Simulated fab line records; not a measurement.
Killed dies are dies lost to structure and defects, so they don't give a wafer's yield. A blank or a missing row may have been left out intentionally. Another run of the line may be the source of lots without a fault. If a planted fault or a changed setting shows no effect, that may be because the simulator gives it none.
Which tool is to blame?	flow nand_harc	66 wafers from 22 lots sampled at 6 of the route's 1302 steps

WHAT THE GAUGES READ, wafer by wafer
The record lacks any reading of a measuring or inspecting step that a usual standard deviation could be used to judge.

WHICH TOOL RAN EACH LOT (tool, then ch and the chambers of the sampled wafers, then the start)
lot	NHARC_A_STAIRCASE_ETCH_17	NHARC_A_STAIRCASE_TRIM_18	NHARC_A_STAIRCASE_ETCH_25	NHARC_A_STAIRCASE_TRIM_26	NHARC_A_STAIRCASE_TRIM_198	NHARC_A_STAIRCASE_TRIM_202
L074	rie_diel-09 ch 1,2, no start	rie_diel-09 ch 0,2,3, no start	rie_diel-09 ch 2,3, no start	rie_diel-09 ch 0,2,3, no start	rie_diel-13 ch 0,2,3, no start	rie_diel-13 ch 0,1, no start
L075	rie_diel-09 ch 0,1, no start	rie_diel-09 ch 1,2, no start	rie_diel-09 ch 2,3, no start	rie_diel-09 ch 2,3, no start	rie_diel-09 ch 0,2,3, no start	rie_diel-09 ch 1,2,3, no start
L076	rie_diel-06 ch 0,1,3, no start	rie_diel-06 ch 0,1,2, no start	rie_diel-09 ch 0,1, no start	rie_diel-09 ch 0,2,3, no start	rie_diel-06 ch 1,2, no start	rie_diel-06 ch 0,3, no start
L077	rie_diel-09 ch 0,1, no start	rie_diel-09 ch 0,1,3, no start	rie_diel-13 ch 0,1,2, no start	rie_diel-13 ch 0,1,3, no start	rie_diel-09 ch 1,2,3, no start	rie_diel-09 ch 0,3, no start
L078	rie_diel-06 ch 0,2,3, no start	rie_diel-06 ch 0,3, no start	rie_diel-13 ch 0,1,2, no start	rie_diel-13 ch 0,1,2, no start	rie_diel-06 ch 1,3, no start	rie_diel-06 ch 0,2, no start
L080	rie_diel-09 ch 0,3, no start	rie_diel-09 ch 0,1,2, no start	rie_diel-06 ch 1,2,3, no start	rie_diel-06 ch 0,1,2, no start	rie_diel-09 ch 1,3, no start	rie_diel-09 ch 0,1,3, no start
L079	rie_diel-13 ch 1,2, no start	rie_diel-13 ch 0,1, no start	rie_diel-13 ch 0,1,2, no start	rie_diel-13 ch 0,1,3, no start	rie_diel-13 ch 0,3, no start	rie_diel-13 ch 0,2,3, no start
L081	rie_diel-13 ch 2,3, no start	rie_diel-13 ch 0,2, no start	rie_diel-13 ch 0,2,3, no start	rie_diel-13 ch 0,1, no start	rie_diel-13 ch 0,2, no start	rie_diel-13 ch 1,3, no start
L082	rie_diel-13 ch 0,1,3, no start	rie_diel-13 ch 0,2, no start	rie_diel-06 ch 0,2,3, no start	rie_diel-06 ch 0,2, no start	rie_diel-09 ch 0,2,3, no start	rie_diel-09 ch 0,1,2, no start
L083	rie_diel-09 ch 2,3, no start	rie_diel-09 ch 0,2,3, no start	rie_diel-09 ch 1,2,3, no start	rie_diel-09 ch 1,2,3, no start	rie_diel-09 ch 2,3, no start	rie_diel-09 ch 1,3, no start
L084	rie_diel-06 ch 1,2, no start	rie_diel-06 ch 0,1,2, no start	rie_diel-06 ch 1,3, no start	rie_diel-06 ch 0,2,3, no start	rie_diel-09 ch 1,2,3, no start	rie_diel-09 ch 1,2,3, no start
L086	rie_diel-09 ch 1,2, no start	rie_diel-09 ch 1,2,3, no start	rie_diel-13 ch 0,2,3, no start	rie_diel-13 ch 1,2,3, no start	rie_diel-09 ch 0,1,3, no start	rie_diel-09 ch 0,1,2, no start
L085	rie_diel-09 ch 2,3, no start	rie_diel-09 ch 1,2,3, no start	rie_diel-09 ch 2,3, no start	rie_diel-09 ch 0,3, no start	rie_diel-06 ch 2,3, no start	rie_diel-06 ch 0,3, no start
L087	rie_diel-09 ch 0,1,2, no start	rie_diel-09 ch 0,1,2, no start	rie_diel-09 ch 0,2,3, no start	rie_diel-09 ch 2,3, no start	rie_diel-06 ch 1,2,3, no start	rie_diel-06 ch 0,1,3, no start
L088	rie_diel-06 ch 0,2,3, no start	rie_diel-06 ch 1,2,3, no start	rie_diel-06 ch 0,1,3, no start	rie_diel-06 ch 0,2, no start	rie_diel-13 ch 0,2,3, no start	rie_diel-13 ch 1,3, no start
L089	rie_diel-06 ch 0,2,3, no start	rie_diel-06 ch 0,1, no start	rie_diel-09 ch 0,1,3, no start	rie_diel-09 ch 1,2, no start	rie_diel-06 ch 2,3, no start	rie_diel-06 ch 0,1, no start
L091	rie_diel-06 ch 1,2,3, no start	rie_diel-06 ch 0,1,2, no start	rie_diel-13 ch 2,3, no start	rie_diel-13 ch 0,1, no start	rie_diel-06 ch 1,3, no start	rie_diel-06 ch 0,1,3, no start
L093	rie_diel-09 ch 0,1, no start	rie_diel-09 ch 1,3, no start	rie_diel-06 ch 0,1,3, no start	rie_diel-06 ch 0,2, no start	rie_diel-09 ch 0,3, no start	rie_diel-09 ch 0,2,3, no start
L094	rie_diel-06 ch 0,1,2, no start	rie_diel-06 ch 0,3, no start	rie_diel-09 ch 0,1,2, no start	rie_diel-09 ch 0,2,3, no start	rie_diel-09 ch 1,2, no start	rie_diel-09 ch 0,3, no start
L095	rie_diel-09 ch 1,2, no start	rie_diel-09 ch 1,2, no start	rie_diel-09 ch 0,1,3, no start	rie_diel-09 ch 0,1,3, no start	rie_diel-06 ch 0,1,3, no start	rie_diel-06 ch 0,2, no start
L096	rie_diel-09 ch 1,2,3, no start	rie_diel-09 ch 0,1, no start	rie_diel-09 ch 1,3, no start	rie_diel-09 ch 0,2,3, no start	rie_diel-13 ch 0,1,2, no start	rie_diel-13 ch 1,2, no start
L097	rie_diel-13 ch 0,1,2, no start	rie_diel-13 ch 1,2,3, no start	rie_diel-13 ch 1,2,3, no start	rie_diel-13 ch 1,2,3, no start	rie_diel-06 ch 1,2,3, no start	rie_diel-06 ch 2,3, no start
- NHARC_A_STAIRCASE_ETCH_17: etches the open film in C4F8/O2, target depth 100 nm, time 40.5 s.
- NHARC_A_STAIRCASE_TRIM_18: chemistry O2, time 211.2 s.
- NHARC_A_STAIRCASE_ETCH_25: etches the open film in C4F8/O2, target depth 100 nm, time 40.5 s.
- NHARC_A_STAIRCASE_TRIM_26: chemistry O2, time 211.2 s.
- NHARC_A_STAIRCASE_TRIM_198: chemistry O2, time 211.2 s.
- NHARC_A_STAIRCASE_TRIM_202: chemistry O2, time 211.2 s.

AS READ BY THE TOOLS THEMSELVES (means over the sampled wafers that have a number; for cases with no such wafer, the mark the record gives instead)
NHARC_A_STAIRCASE_ETCH_17. Usual: bias_w 1000 W, standard deviation 3.2; oes_product_au 0.944 a.u., standard deviation 0.01; rf_vpp_V 897 V, standard deviation 5.7.
lot	tool	bias_w (W)	oes_product_au (a.u.)	rf_vpp_V (V)	flag
L074	rie_diel-09	999	0.956	902	
L075	rie_diel-09	1001	0.948	899	
L076	rie_diel-06	998	0.936	897	
L077	rie_diel-09	1001	0.947	899	
L078	rie_diel-06	1000	0.945	898	
L080	rie_diel-09	999	0.954	893	
L079	rie_diel-13	1003	0.946	898	
L081	rie_diel-13	1003	0.928	893	
L082	rie_diel-13	1000	0.938	896	
L083	rie_diel-09	999	0.942	888	
L084	rie_diel-06	1000	0.939	900	
L086	rie_diel-09	1005	0.938	902	
L085	rie_diel-09	996	0.934	892	
L087	rie_diel-09	998	0.952	899	
L088	rie_diel-06	1000	0.944	897	
L089	rie_diel-06	999	0.935	898	
L091	rie_diel-06	999	0.931	897	
L093	rie_diel-09	997	0.939	901	
L094	rie_diel-06	999	0.949	899	
L095	rie_diel-09	999	0.945	898	
L096	rie_diel-09	998	0.950	902	
L097	rie_diel-13	1001	0.943	900	

NHARC_A_STAIRCASE_TRIM_18. Usual: drypump_motor_current_A 5.8 A, standard deviation 0.47; oes_product_au 1.003 a.u., standard deviation 0.011; rf_vpp_V 57.9 V, standard deviation 0.97; showerhead_plenum_p_Torr 3.57 Torr, standard deviation 0.16; throttle_valve_pct 17.037 %, standard deviation 0.0093.
lot	tool	drypump_motor_current_A (A)	oes_product_au (a.u.)	rf_vpp_V (V)	showerhead_plenum_p_Torr (Torr)	throttle_valve_pct (%)	flag
L074	rie_diel-09	5.7	1.002	58.0	3.44	17.038	
L075	rie_diel-09	6.1	1.011	57.5	3.61	17.029	
L076	rie_diel-06	5.7	0.992	57.4	3.64	17.041	
L077	rie_diel-09	5.6	1.009	56.9	3.53	17.039	
L078	rie_diel-06	6.3	1.002	57.9	3.50	17.040	
L080	rie_diel-09	5.6	1.020	58.6	3.60	17.044	
L079	rie_diel-13	5.3	1.000	58.5	3.63	17.046	
L081	rie_diel-13	5.1	0.994	58.3	3.67	17.035	
L082	rie_diel-13	5.1	1.006	57.0	3.67	17.034	
L083	rie_diel-09	5.7	0.997	57.4	3.42	17.037	
L084	rie_diel-06	5.6	1.004	57.9	3.63	17.035	
L086	rie_diel-09	6.0	1.013	57.2	3.51	17.028	
L085	rie_diel-09	6.0	1.002	58.7	3.51	17.034	
L087	rie_diel-09	5.6	1.001	58.4	3.59	17.030	
L088	rie_diel-06	5.9	0.985	57.3	3.60	17.041	
L089	rie_diel-06	5.9	1.005	57.7	3.55	17.037	
L091	rie_diel-06	5.6	1.005	58.1	3.61	17.041	
L093	rie_diel-09	5.9	1.022	59.0	3.79	17.039	
L094	rie_diel-06	6.0	1.007	57.0	3.49	17.034	
L095	rie_diel-09	5.9	1.013	58.3	3.66	17.038	
L096	rie_diel-09	5.5	1.004	58.0	3.67	17.030	
L097	rie_diel-13	5.6	0.989	57.9	3.50	17.038	

NHARC_A_STAIRCASE_ETCH_25. Usual: bias_w 1000 W, standard deviation 3; oes_product_au 0.946 a.u., standard deviation 0.013; rf_vpp_V 898 V, standard deviation 5.7.
lot	tool	bias_w (W)	oes_product_au (a.u.)	rf_vpp_V (V)	flag
L074	rie_diel-09	1003	0.954	892	
L075	rie_diel-09	1000	0.951	893	
L076	rie_diel-09	1002	0.951	903	
L077	rie_diel-13	999	0.941	900	
L078	rie_diel-13	1000	0.946	901	
L080	rie_diel-06	1001	0.942	899	
L079	rie_diel-13	1000	0.929	900	
L081	rie_diel-13	998	0.932	898	
L082	rie_diel-06	1002	0.945	898	
L083	rie_diel-09	997	0.952	895	
L084	rie_diel-06	997	0.948	895	
L086	rie_diel-13	1001	0.934	897	
L085	rie_diel-09	1004	0.939	892	
L087	rie_diel-09	1001	0.950	892	
L088	rie_diel-06	998	0.935	896	
L089	rie_diel-09	1000	0.965	902	
L091	rie_diel-13	999	0.954	896	
L093	rie_diel-06	998	0.956	895	
L094	rie_diel-09	999	0.954	898	
L095	rie_diel-09	1001	0.950	902	
L096	rie_diel-09	1002	0.956	905	
L097	rie_diel-13	1000	0.940	894	

NHARC_A_STAIRCASE_TRIM_26. Usual: drypump_motor_current_A 5.7 A, standard deviation 0.51; oes_product_au 1.004 a.u., standard deviation 0.011; rf_vpp_V 57.8 V, standard deviation 0.92; showerhead_plenum_p_Torr 3.57 Torr, standard deviation 0.16; throttle_valve_pct 17.036 %, standard deviation 0.009.
lot	tool	drypump_motor_current_A (A)	oes_product_au (a.u.)	rf_vpp_V (V)	showerhead_plenum_p_Torr (Torr)	throttle_valve_pct (%)	flag
L074	rie_diel-09	5.7	1.015	57.1	3.44	17.038	
L075	rie_diel-09	6.1	1.013	57.4	3.36	17.031	
L076	rie_diel-09	5.7	1.003	57.4	3.44	17.045	
L077	rie_diel-13	5.6	1.003	56.2	3.56	17.047	
L078	rie_diel-13	5.2	0.999	57.8	3.66	17.039	
L080	rie_diel-06	5.7	1.001	57.5	3.64	17.045	
L079	rie_diel-13	5.6	0.995	58.0	3.56	17.035	
L081	rie_diel-13	5.2	0.999	57.5	3.63	17.026	
L082	rie_diel-06	5.4	1.001	58.4	3.69	17.032	
L083	rie_diel-09	6.0	1.005	57.4	3.52	17.041	
L084	rie_diel-06	5.8	1.000	58.0	3.59	17.040	
L086	rie_diel-13	5.6	0.997	58.3	3.52	17.025	
L085	rie_diel-09	5.6	1.006	57.6	3.34	17.037	
L087	rie_diel-09	6.1	1.002	58.0	3.34	17.030	
L088	rie_diel-06	5.4	1.002	58.2	3.68	17.046	
L089	rie_diel-09	5.9	1.021	58.4	3.68	17.036	
L091	rie_diel-13	5.3	0.993	58.1	3.61	17.023	
L093	rie_diel-06	5.6	1.005	58.6	3.59	17.036	
L094	rie_diel-09	5.7	1.003	57.5	3.59	17.040	
L095	rie_diel-09	5.6	0.999	58.7	3.68	17.032	
L096	rie_diel-09	5.7	1.006	57.7	3.58	17.041	
L097	rie_diel-13	5.6	0.991	57.3	3.50	17.028	

NHARC_A_STAIRCASE_TRIM_198. Usual: drypump_motor_current_A 5.8 A, standard deviation 0.48; oes_product_au 1.004 a.u., standard deviation 0.011; rf_vpp_V 57.9 V, standard deviation 0.89; showerhead_plenum_p_Torr 3.56 Torr, standard deviation 0.16; throttle_valve_pct 17.036 %, standard deviation 0.0085.
lot	tool	drypump_motor_current_A (A)	oes_product_au (a.u.)	rf_vpp_V (V)	showerhead_plenum_p_Torr (Torr)	throttle_valve_pct (%)	flag
L074	rie_diel-13	5.5	0.995	58.0	3.59	17.045	
L075	rie_diel-09	5.7	1.005	57.6	3.44	17.030	
L076	rie_diel-06	5.7	0.998	58.6	3.66	17.028	
L077	rie_diel-09	6.0	1.005	57.6	3.53	17.037	
L078	rie_diel-06	6.1	1.008	57.8	3.56	17.032	
L080	rie_diel-09	5.9	1.006	57.9	3.45	17.040	
L079	rie_diel-13	5.9	0.990	57.9	3.48	17.041	
L081	rie_diel-13	5.1	1.000	58.2	3.70	17.036	
L082	rie_diel-09	5.7	1.008	57.7	3.43	17.033	
L083	rie_diel-09	6.1	1.003	58.1	3.34	17.038	
L084	rie_diel-09	6.0	1.005	58.1	3.51	17.045	
L086	rie_diel-09	5.6	1.018	57.8	3.52	17.035	
L085	rie_diel-06	5.6	0.999	58.7	3.65	17.030	
L087	rie_diel-06	5.8	0.997	58.0	3.60	17.034	
L088	rie_diel-13	5.5	1.000	57.6	3.56	17.029	
L089	rie_diel-06	5.6	1.005	57.6	3.65	17.033	
L091	rie_diel-06	6.1	1.002	57.6	3.53	17.034	
L093	rie_diel-09	5.3	1.014	57.9	3.60	17.030	
L094	rie_diel-09	6.1	1.009	57.6	3.57	17.035	
L095	rie_diel-06	6.1	1.010	57.2	3.51	17.041	
L096	rie_diel-13	5.2	0.988	57.5	3.62	17.035	
L097	rie_diel-06	5.9	1.000	57.2	3.58	17.047	

NHARC_A_STAIRCASE_TRIM_202. Usual: drypump_motor_current_A 5.8 A, standard deviation 0.5; oes_product_au 1.005 a.u., standard deviation 0.01; rf_vpp_V 57.9 V, standard deviation 0.78; showerhead_plenum_p_Torr 3.56 Torr, standard deviation 0.15; throttle_valve_pct 17.036 %, standard deviation 0.0095.
lot	tool	drypump_motor_current_A (A)	oes_product_au (a.u.)	rf_vpp_V (V)	showerhead_plenum_p_Torr (Torr)	throttle_valve_pct (%)	flag
L074	rie_diel-13	5.1	1.000	57.7	3.70	17.032	
L075	rie_diel-09	6.0	1.016	57.8	3.53	17.031	
L076	rie_diel-06	6.0	0.990	58.2	3.52	17.043	
L077	rie_diel-09	5.3	1.007	57.7	3.44	17.046	
L078	rie_diel-06	5.6	0.994	57.5	3.62	17.036	
L080	rie_diel-09	5.6	1.018	58.3	3.53	17.032	
L079	rie_diel-13	5.5	0.994	57.9	3.58	17.041	
L081	rie_diel-13	6.1	0.993	58.0	3.43	17.038	
L082	rie_diel-09	5.6	1.014	58.0	3.60	17.029	
L083	rie_diel-09	5.9	1.019	57.2	3.44	17.042	
L084	rie_diel-09	6.0	1.009	57.9	3.51	17.040	
L086	rie_diel-09	5.6	1.006	58.3	3.59	17.038	
L085	rie_diel-06	6.2	1.003	57.6	3.48	17.042	
L087	rie_diel-06	6.1	0.999	58.2	3.52	17.031	
L088	rie_diel-13	5.7	0.998	57.9	3.49	17.035	
L089	rie_diel-06	5.9	1.001	58.6	3.56	17.037	
L091	rie_diel-06	6.1	1.005	57.0	3.51	17.031	
L093	rie_diel-09	5.7	1.008	58.2	3.59	17.027	
L094	rie_diel-09	5.3	1.003	58.6	3.60	17.038	
L095	rie_diel-06	5.4	1.007	57.8	3.67	17.040	
L096	rie_diel-13	5.2	0.995	57.7	3.59	17.039	
L097	rie_diel-06	6.0	1.002	57.6	3.54	17.041	

THE ANSWER, worked out from the rows above alone
Rule: a lot is off if the mean of its wafers that have a number lies more than 3 standard deviations from the usual mean. Also off: a lot with no number at a reading for which 4 or more lots have one. Any other lot the step has rows for is counted as sound. The gauges are gone through in route order, then the tools' own readings, and for those a lot's mean is taken as printed above. At the first step where some lot is off, the reading lying furthest off is the one used; lots without a number count as furthest.
None of the lots is off at any reading shown; this tells nothing.

WHAT WAS PUT IN BY THE SIMULATOR
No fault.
